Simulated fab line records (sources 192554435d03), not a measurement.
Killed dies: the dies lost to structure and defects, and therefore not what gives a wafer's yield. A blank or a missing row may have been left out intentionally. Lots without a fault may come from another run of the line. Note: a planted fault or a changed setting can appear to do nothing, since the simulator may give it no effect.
fab line records	flow n5Finfet
[record] lots = 7	wafers = 21
route steps=1938 shown BEOL_M8@1377 BEOL_M9@1446 BEOL_M10@1473
startH: start of the lot's first displayed wafer, in hours after the record's first day	waitH: hours from the lot's prior step to this one	" repeats the value in the row above	L1.1+2: a single row standing in for several wafers	- no value, or no start was given	* or withheld: withheld	< > ~ a bound
route shown NAME@n: names a module that has steps shown in the file, with the first one's number in the route	usual: the fault-free wafers' mean and standard deviation	same: alike in all rows	chamber/n: place in a boat	sites: readings site by site	_std_site: standard deviation of those values	_edge_site: inner sites' mean taken away from outer sites' mean	radiusMm: for every site, how far away it sits from the centre of the wafer	mask NAME#n: copy n	behind: the most recent tool/chamber to have shaped the wafer	hold: what put the lot on hold/how long, in hours/how the hold closed	device: the transistor (n, p or np) that didn't switch	end of line: tests of these same wafers at the route's end	a step given without rows: its recipe and nothing more	killed: dies lost to structure and defects at the first sort, not the wafer's yield	map: a wafer's dies, x killed, . not, _ none there
set.NAME: setting as actually run; set.NAME@STEP: the setting as run at that earlier step	model.NAME: the simulator's own value behind a step, which no gauge read
lots where settings were altered on purpose, with a table for each step and a row for each wafer
[[steps]]
[step N5_BEOL_M8_TRENCH_ETCH_37]
[recipe] chemistry = C4F6/O2	targetDepthA = 934.78	target = SiCOH_lowk	timeS = 31.2	ionEnergyEv = 250	pressureMtorr = 30	sourceW = 345	biasW = 185	Ar_flow_sccm = 300	C4F6_flow_sccm = 10	O2_flow_sccm = 10
[usual] rfVppV = 667/13
lot.wafer	tool	chamber	startH	waitH	set.biasW	rfVppV
L076.2	rieDiel-05	2	-	-	164.8	599
L076.4	"	3	"	"	185	673
L076.5	"	3	"	"	185	673
L078.1	rieDiel-03	1	-	-	185	674
L078.3	"	3	"	"	185	642
L078.4	"	1	"	"	185	674
L083.1	rieDiel-04	2	-	-	185	686
L083.5	"	2	"	"	203.7	741
L083.6	"	1	"	"	185	671
L090.4	rieDiel-05	0	-	-	185	672
L090.5	"	2	"	"	185	656
L090.6	"	3	"	"	200.7	717
L093.1	rieDiel-04	1	-	-	158	591
L093.2	"	3	"	"	158	594
L093.3	"	2	"	"	185	685
L092.1	rieDiel-03	1	-	-	185	673
L092.3	"	0	"	"	185	681
L092.6	"	0	"	"	185	680
L097.3	rieDiel-04	1	-	-	185	671
L097.4	"	1	"	"	175	642
L097.5	"	0	"	"	185	647
[step N5_BEOL_M9_TRENCH_ETCH_37]
[recipe] chemistry = C4F6/O2	targetDepthA = 1514.3	target = SiCOH_lowk	timeS = 49	ionEnergyEv = 250	pressureMtorr = 30	sourceW = 345	biasW = 185	Ar_flow_sccm = 300	C4F6_flow_sccm = 10	O2_flow_sccm = 10
lot.wafer	tool	chamber	startH	waitH	set.timeS	model.BEOL_M9.featureDepthNm	model.etch.depthNm
L076.2	rieDiel-06	2	-	-	49	150.8	150.7
L076.4	"	1	"	"	49	152.4	152.4
L076.5	"	2	"	"	49	151.6	151.5
L078.1	rieDiel-06	1	-	-	49	154.4	154.3
L078.3	"	0	"	"	49	154.4	154.4
L078.4	"	3	"	"	49	156.2	156.1
L083.1	rieDiel-02	0	-	-	49	155.4	155.3
L083.5	"	0	"	"	45.89	144.8	144.9
L083.6	"	1	"	"	45.89	140.6	140.7
L093.1+3	rieDiel-02	2,1	-	-	49	147.4	147.4
L093.2	"	3	"	"	49	145.4	145.5
L090.4	rieDiel-06	0	-	-	49	152.6	152.6
L090.5	"	1	"	"	51.87	161.4	161.5
L090.6	"	2	"	"	49	149.6	149.5
L092.1	rieDiel-01	1	-	-	43.65	133.4	133.3
L092.3	"	3	"	"	49	150.4	150.4
L092.6	"	0	"	"	49	152.6	152.6
L097.3	rieDiel-02	1	-	-	41.5	127.6	127.5
L097.4	"	3	"	"	41.5	124.8	124.8
L097.5	"	3	"	"	49	148	147.9
[step N5_BEOL_M9_ETCH_41]
[recipe] chemistry = CH3F/O2	target = SiCN	targetDepthA = 366	taperDeg = 2	timeS = 70.1	ionEnergyEv = 120	maskMaterial = TiN	pressureMtorr = 30	sourceW = 395	biasW = 75	Ar_flow_sccm = 150	CH3F_flow_sccm = 30	O2_flow_sccm = 20
[step N5_BEOL_M9_STRIP_80]
[recipe] chemistry = N2/H2	timeS = 10	powerW = 450	tempC = 40	pressureMtorr = 20	rfFrequencyHz = 6e+07	biasPowerW = 7	n2FlowSccm = 200	h2FlowSccm = 200
[step N5_BEOL_M9_OCD_MEAS_38]
[usual] trenchDepthNm = 151.0/2.9
lot.wafer	tool	chamber	startH	waitH	set.timeS@BEOL_M9_TRENCH_ETCH_37	trenchDepthNm
L076.2	ocd-01	-	228.54	-	49	150.7
L076.4	"	-	"	"	49	152.4
L076.5	"	-	"	"	49	151.3
L078.1	ocd-01	-	237.78	-	49	154.2
L078.3	"	-	"	"	49	154.4
L078.4	"	-	"	"	49	156.4
L083.1	ocd-01	-	261.99	-	49	155.6
L083.5	"	-	"	"	45.89	144.8
L083.6	"	-	"	"	45.89	140.6
L093.1	ocd-01	-	317.33	-	49	147.3
L093.2	"	-	"	"	49	145.4
L093.3	"	-	"	"	49	147.5
L090.4	ocd-01	-	317.50	-	49	152.8
L090.5	"	-	"	"	51.87	161.8
L090.6	"	-	"	"	49	149.2
L092.1	ocd-01	-	329.30	-	43.65	132.8
L092.3	"	-	"	"	49	150.4
L092.6	"	-	"	"	49	152.7
L097.3	ocd-01	-	380.94	-	41.5	128.2
L097.4	"	-	"	"	41.5	124.6
L097.5	"	-	"	"	49	147.9
[step N5_BEOL_M9_ALD_74]
[recipe] material = TaN	targetThkA = 20	tempC = 275	aldPrecursorFamily = PDMAT	aldCoReactant = NH3	pressureTorr = 3	carrierFlowSccm = 1500	pulseTimeS = 2	purgeTimeS = 3	coReactantPurgeTimeS = 2	coReactantPulseTimeS = 3	aldCycles = 40	precursorVesselTempC = 75	precursorVesselPressureTorr = 26.25	precursorVesselCarrierSccm = 1000
lot.wafer	tool	chamber	startH	waitH	set.aldCycles
L076.2+5	aldMetal-03	2,0	229.54	0.3	40
L076.4	"	3	"	"	44
L078.1+3+4	aldMetal-01	1,2,3	239.39	0.0	40
L083.1+6	aldMetal-03	1,3	262.94	0.2	44
L083.5	"	0	"	"	40
L093.1+2+3	aldMetal-01	1,0,2	317.94	0.0	40
L090.4+5	aldMetal-03	3,0	318.15	0.0	40
L090.6	"	1	"	"	47
L092.1+3	aldMetal-01	1,2	330.21	0.1	35
L092.6	"	1	"	"	40
L097.3+4+5	aldMetal-02	3,2,0	381.68	0.1	40
[step N5_BEOL_M9_SURFACE_TREAT_79]
[recipe] gas = Ar	timeS = *	ionEnergyEv = *	ionCurrentMaCm2 = 0.5	pressureMtorr = *	arFlowSccm = 30
[step N5_BEOL_M9_CVD_78]
[recipe] material = Co	targetThkA = 20	tempC = withheld	precursor = CCTBA/H2	pressureTorr = 30	timeS = 138.9
[step N5_BEOL_M9_ECD_50]
[recipe] material = Cu	targetThkA = 3180
[step N5_BEOL_M9_ANNEAL_51]
[recipe] tempC = 225	timeS = 90	ambient = N2
[step N5_BEOL_M9_CMP_52]
[recipe] stopOn = SiCOH_lowk	tOverpolishS = 7	downForcePsi = 1	platenRpm = 50	clearingPlatenDownForcePsi = 1.5	clearingPlatenRpm = 50	postCmpClean = cuAlkaline	targetThkNm = 140	clearingPlatenPadVelocityMS = 0.99484	padVelocityMS = 0.99484
lot.wafer	tool	chamber	startH	waitH	set.timeS@BEOL_M9_TRENCH_ETCH_37	model.Cu_of_BEOL_M9_ECD_50.thkNm
L076.2	cmp-03	2	231.33	0.2	49	140
L076.4	"	0	"	"	49	142.8
L076.5	"	3	"	"	49	141.6
L078.3	cmp-01	3	240.47	0.2	49	144.8
L078.4	"	0	"	"	49	145
L078.1	"	1	"	"	49	143
L083.1	cmp-01	3	264.60	0.3	49	144.6
L083.5	"	3	"	"	45.89	133.8
L083.6	"	0	"	"	45.89	128.2
L093.3	cmp-03	1	319.09	0.2	49	137.2
L093.2	"	3	"	"	49	135.2
L093.1	"	0	"	"	49	137
L090.4	cmp-03	2	319.48	0.2	49	140.8
L090.6	"	3	"	"	49	139
L090.5	"	0	"	"	51.87	151.8
L092.3	cmp-03	3	331.51	0.2	49	139.8
L092.1	"	1	"	"	43.65	122.4
L092.6	"	3	"	"	49	141.4
L097.3	cmp-03	1	382.87	0.2	41.5	116.4
L097.4	"	3	"	"	41.5	114.6
L097.5	"	1	"	"	49	137.6
[step N5_BEOL_M9_THK_MEAS_53]
[recipe] thkMeasGauge = xrf	reads = Cu_of_BEOL_M9_ECD_50
[usual] M9_THK = 142/3.2
lot.wafer	tool	chamber	startH	waitH	set.timeS@BEOL_M9_TRENCH_ETCH_37	M9_THK[nm]
L076.2	filmMetro-02	-	231.63	-	49	141
L076.4	"	-	"	"	49	144
L076.5	"	-	"	"	49	142
L078.1	filmMetro-02	-	240.73	-	49	146
L078.3	"	-	"	"	49	148
L078.4	"	-	"	"	49	148
L083.1	filmMetro-01	-	264.90	-	49	147
L083.5	"	-	"	"	45.89	137
L083.6	"	-	"	"	45.89	131
L093.1	filmMetro-02	-	319.39	-	49	140
L093.2	"	-	"	"	49	138
L093.3	"	-	"	"	49	140
L090.4	filmMetro-02	-	319.66	-	49	143
L090.5	"	-	"	"	51.87	154
L090.6	"	-	"	"	49	141
L092.1	filmMetro-01	-	331.77	-	43.65	126
L092.3	"	-	"	"	49	144
L092.6	"	-	"	"	49	145
L097.3	filmMetro-01	-	383.17	-	41.5	119
L097.4	"	-	"	"	41.5	116
L097.5	"	-	"	"	49	141
[step N5_BEOL_M9_PRE_CLEAN_55]
[recipe] gas = NH3	timeS = 15	tempC = withheld	rfPowerW = 300
[step N5_BEOL_M9_DEP_56]
[recipe] material = SiCN	targetThkA = 150	tempC = withheld	precursor = 3MS/NH3	pressureTorr = 3	rfW = 202	timeS = 26.5
[step N5_BEOL_M9_RS_MEAS_57]
[recipe] thkMeasGauge = four-point-probe	reads = Cu_of_BEOL_M9_ECD_50+Co_of_BEOL_M9_CVD_78+TaN_of_BEOL_M9_ALD_74
[usual] M9_RS = 0.151/0.0037
lot.wafer	tool	chamber	startH	waitH	set.timeS@BEOL_M9_TRENCH_ETCH_37	M9_RS[ohm/sq]
L076.2	filmMetro-02	-	231.80	0.1	49	0.151
L076.4	"	-	"	"	49	0.147
L076.5	"	-	"	"	49	0.148
L078.1	filmMetro-02	-	240.90	0.1	49	0.147
L078.3	"	-	"	"	49	0.145
L078.4	"	-	"	"	49	0.145
L083.1	filmMetro-01	-	265.03	0.1	49	0.146
L083.5	"	-	"	"	45.89	0.159
L083.6	"	-	"	"	45.89	0.167
L093.1	filmMetro-01	-	319.52	0.1	49	0.155
L093.2	"	-	"	"	49	0.157
L093.3	"	-	"	"	49	0.155
L090.4	filmMetro-02	-	319.80	0.0	49	0.150
L090.5	"	-	"	"	51.87	0.138
L090.6	"	-	"	"	49	0.152
L092.1	filmMetro-02	-	331.90	0.1	43.65	0.175
L092.3	"	-	"	"	49	0.151
L092.6	"	-	"	"	49	0.149
L097.3	filmMetro-01	-	383.30	0.1	41.5	0.186
L097.4	"	-	"	"	41.5	0.190
L097.5	"	-	"	"	49	0.154
[step N5_BEOL_M10_PECVD_70]
[recipe] material = SiO2	targetThkA = 200	tempC = 400	precursor = TEOS/O2	pressureTorr = 5.5	rfW = 450	teosFlowSccm = 53.8	gas = O2	flowSccm = 3000	timeS = 22.7
lot.wafer	tool	chamber	startH	waitH	set.tempC	model.SiO2_of_BEOL_M10_PECVD_70.thkNm
L076.2+4	pecvd-03	2	232.49	0.0	400	20.2
L076.5	"	1	"	"	387.2	22
L078.1	pecvd-03	0	241.59	0.0	400	19.6
L078.3+4	"	1,0	"	"	400	20
L083.1	pecvd-04	0	265.72	0.0	400	19.4
L083.5	"	2	"	"	400	20.2
L083.6	"	1	"	"	388.3	21.8
L093.1+3	pecvd-03	1,2	320.21	0.0	400	20
L093.2	"	0	"	"	390.6	21
L090.4+5	pecvd-02	0,2	320.50	0.1	400	20.2
L090.6	"	1	"	"	400	20.4
L092.1	pecvd-03	0	332.71	0.0	400	19.6
L092.3	"	1	"	"	400	19.8
L092.6	"	1	"	"	400	20
L097.3+5	pecvd-04	0	384.01	0.1	400	20
L097.4	"	2	"	"	400	19.8
[step N5_BEOL_M10_EXPOSE_08]
[recipe] maskId = M10	na = 1.35	sourceShape = dipole	sigmaInner = 0.411	sigmaOuter = 0.611	polarization = te	doseMj = 53.75
lot.wafer	tool	chamber	startH	waitH	mask	set.doseMj
L076.2+4+5	arfiScanner-03	0	233.79	-	M10#0	53.75
L078.1+3+4	arfiScanner-02	0	243.42	-	M10#0	53.75
L083.1+5+6	arfiScanner-01	0	266.17	-	M10#0	53.75
L093.1+3	arfiScanner-03	0	323.94	-	M10#0	55.12
L093.2	"	0	"	"	M10#0	53.75
L090.4+6	arfiScanner-01	0	324.15	-	M10#0	53.75
L090.5	"	0	"	"	M10#0	56.56
L092.1+6	arfiScanner-03	0	336.05	-	M10#0	53.75
L092.3	"	0	"	"	M10#0	55.71
L097.3	arfiScanner-02	0	385.06	-	M10#0	55.31
L097.4+5	"	0	"	"	M10#0	53.75
[step N5_BEOL_M10_PEB_09]
[recipe] pebTempC = withheld	pebTimeS = 60	resist = CAR-ArF
[step N5_BEOL_M10_DEVELOP_10]
[recipe] developTimeS = 30	developer = TMAH	resist = CAR-ArF	rinseLiquid = diw	dry = airSpin	devTempC = 23
[step N5_BEOL_M10_CD_MEAS_11]
[recipe] targetCdNm = 64.1	landingEnergyEv = 500	detector = seInlens	polarity = opening
[usual] cdNm = 64.1/0.56
lot.wafer	tool	chamber	startH	waitH	set.doseMj@BEOL_M10_EXPOSE_08	cdNm
L076.2	cdSem-03	0	233.91	-	53.75	64.7
L076.4	"	0	"	"	53.75	64.4
L076.5	"	0	"	"	53.75	64.2
L078.1	cdSem-02	0	243.54	-	53.75	63.2
L078.3	"	0	"	"	53.75	64.2
L078.4	"	0	"	"	53.75	63.6
L083.1	cdSem-02	0	266.29	-	53.75	64.8
L083.5	"	0	"	"	53.75	64.9
L083.6	"	0	"	"	53.75	64.1
L093.1	cdSem-01	0	324.06	-	55.12	65.3
L093.2	"	0	"	"	53.75	65.0
L093.3	"	0	"	"	55.12	65.2
L090.4	cdSem-03	0	324.27	-	53.75	63.5
L090.5	"	0	"	"	56.56	66.8
L090.6	"	0	"	"	53.75	64.5
L092.1	cdSem-01	0	336.18	-	53.75	64.8
L092.3	"	0	"	"	55.71	66.3
L092.6	"	0	"	"	53.75	64.6
L097.3	cdSem-03	0	385.17	-	55.31	65.3
L097.4	"	0	"	"	53.75	64.0
L097.5	"	0	"	"	53.75	63.0
[step N5_BEOL_M10_DESCUM_16]
[recipe] chemistry = O2	timeS = 7.9	sourcePowerW = 50	biasPowerW = 20	pressureMtorr = 20	rfFrequencyHz = 2.712e+07	tempC = 40	resist = CAR-ArF	o2FlowSccm = 225
[step N5_BEOL_M10_ETCH_61]
[recipe] chemistry = CF4	target = SiARC	targetDepthA = 390	maskMaterial = CAR-ArF	timeS = 65	ionEnergyEv = 80	pressureMtorr = 40	sourceW = 545	biasW = 36	Ar_flow_sccm = 100	cf4FlowSccm = 100	ends = cleared
lot.wafer	tool	chamber	startH	waitH	set.doseMj@BEOL_M10_EXPOSE_08	model.BEOL_M10.cdOffsetNm
L076.2+4	rieDiel-05	1,2	234.19	0.0	53.75	0.2
L076.5	"	2	"	"	53.75	-0.2
L078.1	rieDiel-03	2	243.70	0.0	53.75	-0.8
L078.3+4	"	0,3	"	"	53.75	-0.4
L083.1+5	rieDiel-04	3,0	266.54	0.0	53.75	0.8
L083.6	"	1	"	"	53.75	0
L093.1	rieDiel-04	3	324.22	0.0	55.12	1.2
L093.2	"	1	"	"	53.75	0.6
L093.3	"	2	"	"	55.12	1
L090.4	rieDiel-04	1	324.47	0.0	53.75	-0.8
L090.5	"	2	"	"	56.56	2.8
L090.6	"	3	"	"	53.75	0
L092.1+6	rieDiel-04	2,1	336.30	0.0	53.75	0.6
L092.3	"	0	"	"	55.71	2.6
L097.3	rieDiel-03	0	385.29	0.0	55.31	1.2
L097.4	"	2	"	"	53.75	-0.2
L097.5	"	2	"	"	53.75	-0.8
[step N5_BEOL_M10_ETCH_62]
[recipe] chemistry = N2/H2	target = SOC	targetDepthA = 1100	overetchA = 220	maskMaterial = SiARC	tempC = 40	timeS = 165	ionEnergyEv = 200	pressureMtorr = 30	sourceW = 840	biasW = 150	n2FlowSccm = 200	h2FlowSccm = 200
lot.wafer	tool	chamber	startH	waitH	set.doseMj@BEOL_M10_EXPOSE_08	model.BEOL_M10.cdOffsetNm
L076.2	rieDiel-05	1	234.24	0.0	53.75	0
L076.4	"	2	"	"	53.75	0.2
L076.5	"	2	"	"	53.75	-0.2
L078.1	rieDiel-03	2	243.75	0.0	53.75	-0.6
L078.3	"	0	"	"	53.75	-0.8
L078.4	"	3	"	"	53.75	0.2
L083.1	rieDiel-04	3	266.59	0.0	53.75	1
L083.5	"	0	"	"	53.75	0.8
L083.6	"	1	"	"	53.75	-0.2
L093.1	rieDiel-04	3	324.27	0.0	55.12	1.4
L093.2	"	1	"	"	53.75	0.4
L093.3	"	2	"	"	55.12	1
L090.4	rieDiel-04	1	324.52	0.0	53.75	-0.8
L090.5	"	2	"	"	56.56	2.6
L090.6	"	3	"	"	53.75	0
L092.1+6	rieDiel-04	2,1	336.35	0.0	53.75	0.6
L092.3	"	0	"	"	55.71	2.6
L097.3	rieDiel-03	0	385.34	0.0	55.31	0.8
L097.4	"	2	"	"	53.75	0
L097.5	"	2	"	"	53.75	-0.6
[step N5_BEOL_M10_STRIP_68]
[recipe] chemistry = N2/H2	tempC = 40	n2FlowSccm = 200	h2FlowSccm = 200	rfFrequencyHz = 6e+07
[step N5_BEOL_M10_STRIP_67]
[recipe] chemistry = CF4	resist = SiARC	powerW = 300	biasPowerW = 75	pressureMtorr = 50	cf4FlowSccm = 150	rfFrequencyHz = 6e+07
[step N5_BEOL_M10_HM_OPEN_17]
[recipe] chemistry = Cl2/BCl3	targetDepthA = 200	overetchA = 60	target = TiN	maskMaterial = SOC	ionEnergyEv = 150	pressureMtorr = 10	icpW = 1000	biasW = 126	Cl2_flow_sccm = 53.25	bcl3FlowSccm = 21.75	Ar_flow_sccm = 25
lot.wafer	tool	chamber	startH	waitH	set.doseMj@BEOL_M10_EXPOSE_08	model.BEOL_M10.cdOffsetNm
L076.2	rieMetal-03	1	234.43	0.0	53.75	0
L076.4	"	0	"	"	53.75	0.2
L076.5	"	1	"	"	53.75	-0.4
L078.1	rieMetal-01	1	243.94	0.0	53.75	-0.4
L078.3	"	1	"	"	53.75	-0.8
L078.4	"	0	"	"	53.75	0.2
L083.1	rieMetal-02	0	266.78	0.0	53.75	1
L083.5	"	0	"	"	53.75	0.8
L083.6	"	0	"	"	53.75	-0.2
L093.1	rieMetal-03	1	324.46	0.0	55.12	1.6
L093.2	"	0	"	"	53.75	0.4
L093.3	"	1	"	"	55.12	1
L090.4	rieMetal-01	1	324.74	0.1	53.75	-0.6
L090.5	"	0	"	"	56.56	2.6
L090.6	"	1	"	"	53.75	0
L092.1+6	rieMetal-01	1,0	336.54	0.0	53.75	0.8
L092.3	"	1	"	"	55.71	2.6
L097.3	rieMetal-02	1	385.56	0.1	55.31	1
L097.4	"	0	"	"	53.75	0
L097.5	"	1	"	"	53.75	-0.6
[step N5_BEOL_M10_STRIP_19]
[recipe] chemistry = O2	powerW = 400	tempC = 40	pressureMtorr = 30	rfFrequencyHz = 6e+07	biasPowerW = 0	overashFraction = 0.2	o2FlowSccm = 225
[step N5_BEOL_M10_CD_MEAS_18]
[recipe] pitchNm = 140	targetCdNm = 70
[usual] cdNm = 70.0/0.56
lot.wafer	tool	chamber	startH	waitH	set.doseMj@BEOL_M10_EXPOSE_08	cdNm
L076.2	cdSem-02	-	234.84	0.1	53.75	69.8
L076.4	"	-	"	"	53.75	70.8
L076.5	"	-	"	"	53.75	70.0
L078.1	cdSem-03	-	244.12	0.0	53.75	69.5
L078.3	"	-	"	"	53.75	69.5
L078.4	"	-	"	"	53.75	70.3
L083.1	cdSem-01	-	267.11	0.0	53.75	70.8
L083.5	"	-	"	"	53.75	70.5
L083.6	"	-	"	"	53.75	69.9
L093.1	cdSem-03	-	324.67	0.1	55.12	71.8
L093.2	"	-	"	"	53.75	70.8
L093.3	"	-	"	"	55.12	70.9
L090.4	cdSem-02	-	324.97	0.1	53.75	69.6
L090.5	"	-	"	"	56.56	72.5
L090.6	"	-	"	"	53.75	70.1
L092.1	cdSem-01	-	336.72	0.0	53.75	71.0
L092.3	"	-	"	"	55.71	72.6
L092.6	"	-	"	"	53.75	70.6
L097.3	cdSem-01	-	385.71	0.1	55.31	71.1
L097.4	"	-	"	"	53.75	69.5
L097.5	"	-	"	"	53.75	69.2
[step N5_BEOL_M10_COAT_63]
[recipe] resist = SOC	tempC = 250	timeS = 60	spinRpm = 1500	resistThkNm = 100
[step N5_BEOL_M10_COAT_64]
[recipe] resist = SiARC	tempC = 220	timeS = 60	spinRpm = 1500	resistThkNm = 30
[step N5_BEOL_M10_PRECLEAN_42]
[recipe] chemistry = residueRemover	timeS = 60	tempC = 40
[step N5_BEOL_M10_SRD_43]
[recipe] timeS = 30	tempC = 23	rinseLiquid = diw	dry = ipaMarangoni
[step N5_BEOL_M10_CD_MEAS_35]
[recipe] targetCdNm = 70	polarity = opening
[usual] cdNm = 70.0/0.6
lot.wafer	tool	chamber	startH	waitH	set.doseMj@BEOL_M10_EXPOSE_08	cdNm
L076.2	cdSem-03	-	236.30	0.0	53.75	69.9
L076.4	"	-	"	"	53.75	70.2
L076.5	"	-	"	"	53.75	69.6
L078.1	cdSem-02	-	246.88	0.0	53.75	69.5
L078.3	"	-	"	"	53.75	68.9
L078.4	"	-	"	"	53.75	70.2
L083.1	cdSem-01	-	268.99	0.0	53.75	71.3
L083.5	"	-	"	"	53.75	70.7
L083.6	"	-	"	"	53.75	70.0
L090.4	cdSem-02	-	329.33	0.0	53.75	68.9
L090.5	"	-	"	"	56.56	72.8
L090.6	"	-	"	"	53.75	70.1
L093.1	cdSem-03	-	329.37	0.0	55.12	71.3
L093.2	"	-	"	"	53.75	70.1
L093.3	"	-	"	"	55.12	71.0
L092.1	cdSem-02	-	340.17	0.0	53.75	70.8
L092.3	"	-	"	"	55.71	72.6
L092.6	"	-	"	"	53.75	70.7
L097.3	cdSem-02	-	389.03	0.0	55.31	71.2
L097.4	"	-	"	"	53.75	69.9
L097.5	"	-	"	"	53.75	69.7
[[key]]
[split] step = N5_BEOL_M8_TRENCH_ETCH_37	setting = biasW	stated = 185	by = wafer
[response] step = N5_BEOL_M8_TRENCH_ETCH_37	reading = rfVppV	change = +6.23	per = 1%	r = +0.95
[split] step = N5_BEOL_M9_TRENCH_ETCH_37	setting = timeS	stated = 49	by = wafer
[response] step = N5_BEOL_M9_TRENCH_ETCH_37	reading = model.BEOL_M9.featureDepthNm	change = +1.57	per = 1%	r = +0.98
[response] step = N5_BEOL_M9_TRENCH_ETCH_37	reading = model.etch.depthNm	change = +1.57	per = 1%	r = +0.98
[response] step = N5_BEOL_M9_OCD_MEAS_38	reading = trenchDepthNm	change = +1.59	per = 1%	r = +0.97
[response] step = N5_BEOL_M9_CMP_52	reading = model.Cu_of_BEOL_M9_ECD_50.thkNm	change = +1.62	per = 1%	r = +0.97
[response] step = N5_BEOL_M9_THK_MEAS_53	reading = M9_THK	change = +1.67	per = 1%	r = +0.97
[response] step = N5_BEOL_M9_RS_MEAS_57	reading = M9_RS	change = -0.00225	per = 1%	r = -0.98
[split] step = N5_BEOL_M9_ALD_74	setting = aldCycles	stated = 40	by = wafer
response none clear
[split] step = N5_BEOL_M10_PECVD_70	setting = tempC	stated = 400	by = wafer
[response] step = N5_BEOL_M10_PECVD_70	reading = model.SiO2_of_BEOL_M10_PECVD_70.thkNm	change = -0.574	per = 1%	r = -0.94
[split] step = N5_BEOL_M10_EXPOSE_08	setting = doseMj	stated = 53.75	by = wafer
[response] step = N5_BEOL_M10_CD_MEAS_11	reading = cdNm	change = +0.477	per = 1%	r = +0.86
[response] step = N5_BEOL_M10_ETCH_61	reading = model.BEOL_M10.cdOffsetNm	change = +0.544	per = 1%	r = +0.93
[response] step = N5_BEOL_M10_ETCH_62	reading = model.BEOL_M10.cdOffsetNm	change = +0.508	per = 1%	r = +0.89
[response] step = N5_BEOL_M10_HM_OPEN_17	reading = model.BEOL_M10.cdOffsetNm	change = +0.5	per = 1%	r = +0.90
[response] step = N5_BEOL_M10_CD_MEAS_18	reading = cdNm	change = +0.479	per = 1%	r = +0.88
[response] step = N5_BEOL_M10_CD_MEAS_35	reading = cdNm	change = +0.558	per = 1%	r = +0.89
